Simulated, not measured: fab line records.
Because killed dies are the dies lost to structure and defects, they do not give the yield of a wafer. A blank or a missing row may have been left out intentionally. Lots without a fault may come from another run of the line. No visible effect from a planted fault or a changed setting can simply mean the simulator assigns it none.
fab line records ; flow n5Finfet
record lots=9; wafers=23; lastDay=17
route steps=1938 shown BEOL_M0_SAQP@651 BEOL_M4@1111
lots that met no fault: taken from a fault-free run of the same line
startH: the number of hours between the record's first day and the start of the first shown wafer of the lot ; waitH: hours since the lot's step before ; " same as the row above ; L1.1+2: a row that stands for several wafers ; - no value present, or no start provided ; * or withheld: withheld ; < > ~ a bound
route shown NAME@n: a module of which the file shows steps, and the number in the route of the first ; usual: the fault-free wafers' mean and standard deviation ; same: alike in all rows ; chamber/n: place in a boat ; sites: each site's reading ; _std_site: standard deviation of those values ; _edge_site: inner sites' mean taken away from outer sites' mean ; radiusMm: how far each site lies from the wafer's centre ; mask NAME#n: copy n ; behind: tool/chamber where the wafer was last shaped ; hold: why the lot went on hold/how many hours it stayed there/how the hold came to an end ; device: whichever transistor did not switch (one of n, p or np) ; end of line: tests of these same wafers at the route's end ; a step with no rows: only its recipe ; killed: at the first sort, the dies lost to defects and structure; wafer yield is something else ; map: per-die view of a wafer (x killed, . not killed, _ where there is no die)
set.NAME: the setting the step ran with; set.NAME@STEP: the setting that earlier step ran with ; model.NAME: the simulator's own value behind a step, which no gauge read
the route's steps for a sample of lots (tables are steps, rows are wafers)
services: a tool's chamber out of use, with start hour (startH, from the record's first day; less than 0 if before it), hours out, and reason
## steps
# step N5_BEOL_M0_SAQP_INSPECT_16
# recipe mode=adi; inspectInstrument=brightfield
# usual rawDefectCount=521/160
lot.wafer;tool;chamber;startH;waitH;rawDefectCount
L630.1;defectInspect-02;-;129.77;0.0;541
L630.3;defectInspect-02;-;129.77;0.0;639
L630.6;defectInspect-02;-;129.77;0.0;624
L638.2;defectInspect-01;-;168.96;0.0;416
L638.3;defectInspect-01;-;168.96;0.0;381
L638.5;defectInspect-01;-;168.96;0.0;425
L641.2;defectInspect-02;-;185.66;0.0;648
L641.3;defectInspect-02;-;185.66;0.0;710
L641.5;defectInspect-02;-;185.66;0.0;885
L640.1;defectInspect-01;-;187.41;0.0;434
L640.3;defectInspect-01;-;187.41;0.0;426
L640.4;defectInspect-01;-;187.41;0.0;422
L643.5;defectInspect-01;-;200.58;0.0;341
L642.1;defectInspect-01;-;205.74;0.0;353
L646.3;defectInspect-02;-;221.66;0.0;400
L646.4;defectInspect-02;-;221.66;0.0;456
L646.6;defectInspect-02;-;221.66;0.0;456
L648.1;defectInspect-02;-;233.06;0.0;590
L648.5;defectInspect-02;-;233.06;0.0;449
L648.6;defectInspect-02;-;233.06;0.0;656
L649.2;defectInspect-02;-;238.14;0.0;431
L649.4;defectInspect-02;-;238.14;0.0;537
L649.6;defectInspect-02;-;238.14;0.0;465
# step N5_BEOL_M0_SAQP_ETCH_101
# recipe chemistry=CH3F/O2; target=SiNx; maskMaterial=SiO2; targetDepthA=299; timeS=42.7; pressureMtorr=30; sourceW=395; biasW=73; Ar_flow_sccm=150; CH3F_flow_sccm=30; O2_flow_sccm=20; ionEnergyEv=120
# usual CH3F_flow_sccm=29.99/0.087; O2_flow_sccm=19.99/0.058; drypumpMotorCurrentA=5.7/0.4; oesProductAu=0.83/0.088; rfVppV=298/3.2; showerheadPlenumPTorr=2.02/0.048; throttleValvePct=16.32/0.19
lot.wafer;tool;chamber;startH;waitH;CH3F_flow_sccm;O2_flow_sccm;drypumpMotorCurrentA;oesProductAu;rfHoursCounterH;rfVppV;showerheadPlenumPTorr;throttleValvePct
L630.1;rieDiel-05;0;131.61;0.0;29.94;19.90;6.2;0.76;155;299;2.09;16.65
L630.3;rieDiel-05;1;131.61;0.0;30.10;20.05;5.6;0.77;139;295;2.01;16.32
L630.6;rieDiel-05;0;131.61;0.0;29.91;19.98;6.2;0.75;-;300;2.09;16.63
L638.2;rieDiel-05;3;170.67;0.0;29.94;19.96;5.6;0.93;16;298;1.98;16.22
L638.3;rieDiel-05;0;170.67;0.0;30.08;20.00;6.2;0.75;165;300;2.08;16.66
L638.5;rieDiel-05;3;170.67;0.0;30.00;19.96;5.6;0.92;-;298;1.98;16.22
L641.2;rieDiel-04;2;187.58;0.1;29.86;19.95;6.4;0.87;49;300;2.04;16.40
L641.3;rieDiel-04;0;187.58;0.1;29.96;19.91;5.9;0.76;140;293;2.01;16.26
L641.5;rieDiel-04;2;187.58;0.1;29.95;19.94;6.4;0.88;-;302;2.04;16.38
L640.1;rieDiel-05;0;193.18;0.1;29.87;20.12;6.2;0.74;172;300;2.08;16.66
L640.3;rieDiel-05;3;193.18;0.1;29.95;19.99;5.6;0.78;25;297;1.98;16.21
L640.4;rieDiel-05;2;193.18;0.1;30.05;20.02;5.5;0.89;42;295;2.03;16.18
L643.5;rieDiel-05;3;202.52;0.3;30.02;19.93;5.6;0.77;-;298;1.97;16.22
L642.1;rieDiel-05;3;209.53;0.0;29.85;20.05;5.6;0.78;30;297;1.97;16.23
L646.3;rieDiel-04;1;223.56;0.0;29.99;19.99;5.3;0.91;23;300;1.95;16.07
L646.4;rieDiel-04;0;223.56;0.0;30.04;19.92;5.9;0.77;151;294;2.01;16.29
L646.6;rieDiel-04;2;223.56;0.0;30.03;20.00;6.4;0.86;-;300;2.04;16.42
L648.1;rieDiel-02;3;234.84;0.0;30.20;19.98;5.2;0.70;187;300;2.08;16.61
L648.5;rieDiel-02;1;234.84;0.0;29.94;20.03;4.9;0.95;-;295;2.04;16.00
L648.6;rieDiel-02;0;234.84;0.0;29.96;20.03;5.3;0.93;-;300;2.12;15.94
L649.2;rieDiel-04;2;239.77;0.0;30.13;19.99;6.4;0.86;65;301;2.03;16.42
L649.4;rieDiel-04;1;239.77;0.0;29.87;20.01;5.4;0.91;27;300;1.94;16.08
L649.6;rieDiel-04;2;239.77;0.0;29.93;20.05;6.4;0.85;-;301;2.03;16.44
# step N5_BEOL_M0_SAQP_ETCH_102
# recipe chemistry=CF4; target=SiO2; targetDepthA=40; ionEnergyEv=350; timeS=4.4; pressureMtorr=10; icpW=800; biasW=400; cf4FlowSccm=80
# usual drypumpMotorCurrentA=5.6/0.44; oesProductAu=0.989/0.017; throttleValvePct=21.7/0.31
lot.wafer;tool;chamber;startH;waitH;drypumpMotorCurrentA;oesProductAu;rfHoursCounterH;throttleValvePct
L630.1;rieSi-02;0;131.72;0.1;5.7;1.004;83;21.8
L630.3;rieSi-02;2;131.72;0.1;5.0;0.959;163;21.4
L630.6;rieSi-02;0;131.72;0.1;5.7;0.989;-;21.8
L638.2;rieSi-05;2;170.78;0.1;6.3;0.979;65;21.2
L638.3;rieSi-05;1;170.78;0.1;5.7;0.996;108;21.7
L638.5;rieSi-05;3;170.78;0.1;5.2;1.024;-;21.9
L641.2;rieSi-02;0;187.68;0.1;5.7;0.985;84;21.8
L641.3;rieSi-02;2;187.68;0.1;5.0;0.950;164;21.4
L641.5;rieSi-02;0;187.68;0.1;5.7;0.975;-;21.8
L640.1;rieSi-03;2;193.29;0.1;5.8;1.006;73;21.3
L640.3;rieSi-03;1;193.29;0.1;6.6;0.867;117;21.7
L640.4;rieSi-03;3;193.29;0.1;6.1;1.006;1;21.6
L643.5;rieSi-02;2;202.60;0.0;5.0;0.779;-;21.3
L642.1;rieSi-02;3;209.63;0.1;5.5;0.756;177;21.9
L646.3;rieSi-05;0;223.66;0.1;5.1;0.982;51;21.5
L646.4;rieSi-05;3;223.66;0.1;5.2;1.000;96;21.9
L646.6;rieSi-05;1;223.66;0.1;5.7;0.989;-;21.7
L648.1;rieSi-03;0;234.95;0.1;5.5;1.000;85;22.0
L648.5;rieSi-03;1;234.95;0.1;6.6;0.986;-;21.8
L648.6;rieSi-03;0;234.95;0.1;5.6;0.992;-;22.0
L649.2;rieSi-02;1;239.88;0.1;5.4;0.987;132;22.2
L649.4;rieSi-02;0;239.88;0.1;5.7;0.991;85;21.8
L649.6;rieSi-02;3;239.88;0.1;5.5;1.011;-;22.0
# step N5_BEOL_M0_SAQP_MANDREL_ETCH_103
# recipe chemistry=HBr/Cl2; target=a-Si; targetDepthA=450; btTimeS=10; stopOn=SiCN; maskMaterial=SiO2; overEtchFrac=0.8; timeS=27; pressureMtorr=10; icpW=800; biasW=75; HBr_flow_sccm=150; Cl2_flow_sccm=80; ends=endPoint
# usual drypumpMotorCurrentA=5.6/0.44; oesProductAu=0.681/0.0098; throttleValvePct=35.3/0.39
lot.wafer;tool;chamber;startH;waitH;drypumpMotorCurrentA;oesProductAu;rfHoursCounterH;throttleValvePct
L630.1;rieSi-02;0;131.75;0.0;5.6;0.673;83;35.2
L630.3;rieSi-02;2;131.75;0.0;4.9;0.659;163;34.9
L630.6;rieSi-02;0;131.75;0.0;5.7;0.686;-;35.2
L638.2;rieSi-05;2;170.81;0.0;6.3;0.680;65;34.7
L638.3;rieSi-05;1;170.81;0.0;5.7;0.677;108;35.1
L638.5;rieSi-05;3;170.81;0.0;5.2;0.683;-;35.4
L641.2;rieSi-02;0;187.72;0.0;5.7;0.671;84;35.2
L641.3;rieSi-02;2;187.72;0.0;4.9;0.656;164;34.9
L641.5;rieSi-02;0;187.72;0.0;5.7;0.684;-;35.2
L640.1;rieSi-03;2;193.32;0.0;5.8;0.685;73;34.8
L640.3;rieSi-03;1;193.32;0.0;6.6;0.676;117;35.6
L640.4;rieSi-03;3;193.32;0.0;6.1;0.701;1;35.4
L643.5;rieSi-02;2;202.65;0.0;4.9;0.672;-;34.9
L642.1;rieSi-02;3;209.66;0.0;5.5;0.679;177;35.6
L646.3;rieSi-05;0;223.70;0.0;5.1;0.701;51;35.2
L646.4;rieSi-05;3;223.70;0.0;5.2;0.687;96;35.3
L646.6;rieSi-05;1;223.70;0.0;5.7;0.679;-;35.1
L648.1;rieSi-03;0;234.98;0.0;5.5;0.676;85;35.6
L648.5;rieSi-03;1;234.98;0.0;6.5;0.682;-;35.6
L648.6;rieSi-03;0;234.98;0.0;5.5;0.674;-;35.6
L649.2;rieSi-02;1;239.91;0.0;5.4;0.682;132;36.0
L649.4;rieSi-02;0;239.91;0.0;5.6;0.680;85;35.2
L649.6;rieSi-02;3;239.91;0.0;5.5;0.678;-;35.5
# step N5_BEOL_M0_SAQP_ETCH_106
# recipe chemistry=N2/H2; target=SOC; targetDepthA=1500; stopOn=SiNx; ionEnergyEv=100; biasW=61; pressureMtorr=30; sourceW=850; n2FlowSccm=200; h2FlowSccm=200
# usual drypumpMotorCurrentA=5.6/0.42; oesProductAu=0.80/0.089; rfVppV=241.0/1.3; showerheadPlenumPTorr=2.57/0.075; throttleValvePct=17.82/0.24
lot.wafer;tool;chamber;startH;waitH;drypumpMotorCurrentA;oesProductAu;rfHoursCounterH;rfVppV;showerheadPlenumPTorr;throttleValvePct
L630.1;rieDiel-02;2;132.28;-;5.5;0.75;148;241.1;2.54;17.52
L630.3;rieDiel-02;0;132.28;-;5.4;0.67;242;238.2;2.42;18.02
L630.6;rieDiel-02;0;132.28;-;5.4;0.68;-;238.8;2.42;18.01
L638.2;rieDiel-04;1;171.35;-;5.3;0.93;7;240.0;2.49;17.64
L638.3;rieDiel-04;3;171.35;-;5.7;0.86;35;240.8;2.62;17.96
L638.5;rieDiel-04;2;171.35;-;6.4;0.86;-;243.3;2.60;18.01
L641.2;rieDiel-05;1;188.48;-;5.6;0.75;154;241.3;2.53;17.65
L641.3;rieDiel-05;2;188.48;-;5.5;0.87;40;240.0;2.60;17.69
L641.5;rieDiel-05;1;188.48;-;5.6;0.74;-;240.2;2.53;17.67
L640.1;rieDiel-05;1;193.91;-;5.6;0.74;155;240.1;2.53;17.67
L640.3;rieDiel-05;2;193.91;-;5.5;0.86;42;241.9;2.60;17.68
L640.4;rieDiel-05;0;193.91;-;6.2;0.73;172;242.2;2.64;18.14
L643.5;rieDiel-04;0;203.18;-;5.9;0.76;-;241.3;2.53;17.61
L642.1;rieDiel-04;1;210.19;-;5.3;0.90;18;240.4;2.49;17.68
L646.3;rieDiel-05;2;224.26;-;5.5;0.85;54;241.3;2.59;17.71
L646.4;rieDiel-05;0;224.26;-;6.2;0.72;-;242.7;2.64;18.18
L646.6;rieDiel-05;1;224.26;-;5.6;0.73;-;239.5;2.52;17.68
L648.1;rieDiel-02;3;235.51;-;5.2;0.69;187;242.0;2.65;18.21
L648.5;rieDiel-02;1;235.51;-;4.9;0.94;-;240.7;2.60;17.46
L648.6;rieDiel-02;0;235.51;-;5.3;0.92;-;242.8;2.73;17.63
L649.2;rieDiel-02;1;240.90;-;4.9;0.93;9;241.1;2.60;17.45
L649.4;rieDiel-02;0;240.90;-;5.4;0.91;18;241.6;2.73;17.63
L649.6;rieDiel-02;1;240.90;-;4.9;0.93;-;242.6;2.60;17.46
# step N5_BEOL_M4_RC_MEAS_101
# usual DIBL_N=35.7/1.5; DIBL_P=35.7/2; IOFF_N=0.155/0.026; IOFF_P=0.20/0.031; ION_N=675/11; ION_P=462/7.1; SS_N=71.3/0.57; SS_P=73.1/0.56; VT_N=250/3; VT_P=-251/3
lot.wafer;tool;chamber;startH;waitH;DIBL_N[mV/V];DIBL_P[mV/V];IOFF_N[nA/um];IOFF_P[nA/um];ION_N[uA/um];ION_P[uA/um];SS_N[mV/dec];SS_P[mV/dec];VT_N[mV];VT_P[mV]
L630.1;prober-02;0;194.13;0.0;34.0;33.8;0.141;0.19;683;462;71.2;72.1;250;-250
L630.3;prober-02;0;194.13;0.0;36.0;37.2;0.186;0.26;685;468;71.9;73.3;245;-246
L630.6;prober-02;0;194.13;0.0;33.7;33.5;0.142;0.19;678;465;70.4;72.3;249;-250
L638.2;prober-01;0;232.45;0.2;34.5;35.2;0.134;0.16;678;463;71.0;72.7;251;-255
L638.3;prober-01;0;232.45;0.2;37.3;38.2;0.171;0.20;684;462;72.0;74.3;247;-254
L638.5;prober-01;0;232.45;0.2;37.2;37.7;0.164;0.20;682;461;71.2;74.1;250;-252
L640.1;prober-01;0;252.89;0.0;35.4;35.9;0.176;0.23;693;478;71.7;73.7;246;-247
L640.3;prober-01;0;252.89;0.0;34.8;35.0;0.153;0.21;682;471;70.9;73.1;249;-248
L640.4;prober-01;0;252.89;0.0;34.9;34.9;0.155;0.21;678;470;70.7;73.3;248;-250
L641.2;prober-02;0;255.97;0.2;40.4;41.2;0.250;0.28;700;466;72.0;74.0;243;-248
L641.3;prober-02;0;255.97;0.2;35.7;35.2;0.151;0.19;672;460;70.9;72.9;250;-254
L641.5;prober-02;0;255.97;0.2;37.5;37.8;0.180;0.21;685;466;71.6;73.3;250;-252
L643.5;prober-02;0;261.01;0.6;37.9;38.4;0.173;0.23;679;462;71.5;73.5;250;-249
L642.1;prober-02;0;267.64;0.0;34.9;35.7;0.146;0.18;680;461;70.7;72.8;249;-250
L646.3;prober-02;0;293.25;0.3;33.4;34.3;0.121;0.14;668;450;71.4;72.9;253;-256
L646.4;prober-02;0;293.25;0.3;34.1;34.8;0.133;0.15;677;455;71.6;72.9;250;-257
L646.6;prober-02;0;293.25;0.3;34.6;35.3;0.136;0.15;677;456;71.7;72.8;250;-258
L648.1;prober-01;0;305.37;0.0;34.4;34.9;0.137;0.18;666;456;71.0;72.7;251;-253
L648.5;prober-01;0;305.37;0.0;33.9;34.4;0.128;0.18;659;456;71.1;72.4;252;-255
L648.6;prober-01;0;305.37;0.0;36.7;37.3;0.166;0.21;675;459;71.2;73.2;250;-253
L649.2;prober-02;0;312.09;0.2;31.0;29.9;0.093;0.14;657;459;69.6;71.6;255;-254
L649.4;prober-02;0;312.09;0.2;36.2;35.2;0.162;0.20;678;460;71.8;73.4;248;-250
L649.6;prober-02;0;312.09;0.2;37.6;38.5;0.201;0.26;679;464;71.5;73.3;249;-248
## services
tool;chamber;startH;hours;kind
rieDiel-05;1;112.71;3.3;repair
rieSi-03;-;126.61;14.6;pm
rieDiel-04;2;143.32;5.9;repair
rieDiel-04;-;144.48;0.2;repair
rieDiel-02;2;145.20;5.7;repair
rieSi-03;2;153.27;10.2;repair
rieDiel-02;0;162.78;-;clean
rieDiel-02;0;162.78;-;consumableReplace:focusRing
rieDiel-02;0;162.78;-;consumableReplace:showerhead
rieDiel-02;0;162.78;20.6;scheduledDown
rieDiel-02;0;162.78;20.6;ventCycle
rieDiel-02;-;174.67;14.6;pm
rieDiel-02;1;189.27;-;clean
rieDiel-02;1;189.27;-;consumableReplace:focusRing
rieDiel-02;1;189.27;21.8;scheduledDown
rieDiel-02;1;189.27;21.8;ventCycle
rieDiel-02;0;190.78;2.9;repair
rieDiel-02;3;201.95;4.0;repair
rieDiel-05;3;210.20;15.3;repair
rieSi-02;2;212.16;4.6;repair
## key
firstSign step=N5_BEOL_M0_SAQP_ETCH_102; reading=oesProductAu; direction=down; sigmas=11; usual=0.989; struck=0.801
effect none on later readings
metAt N5_BEOL_M0_SAQP_ETCH_101
struckLots L640,L642,L643
struckWafers L640.3,L642.1,L643.5
rowsEnd L642.1
notActingAt N5_BEOL_M0_SAQP_INSPECT_16,N5_BEOL_M0_SAQP_MANDREL_ETCH_103,N5_BEOL_M0_SAQP_ETCH_106
onsetBetween 170.67 193.18
fault kind=processParameterDrift; tool=rieDiel-05; chamber=3; onsetH=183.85; steps=N5_BEOL_M0_SAQP_ETCH_101; channel=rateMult; offset=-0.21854; shape=step
# rowsEnd: these wafers met a further fault down the route, and their rows from its step on are left out
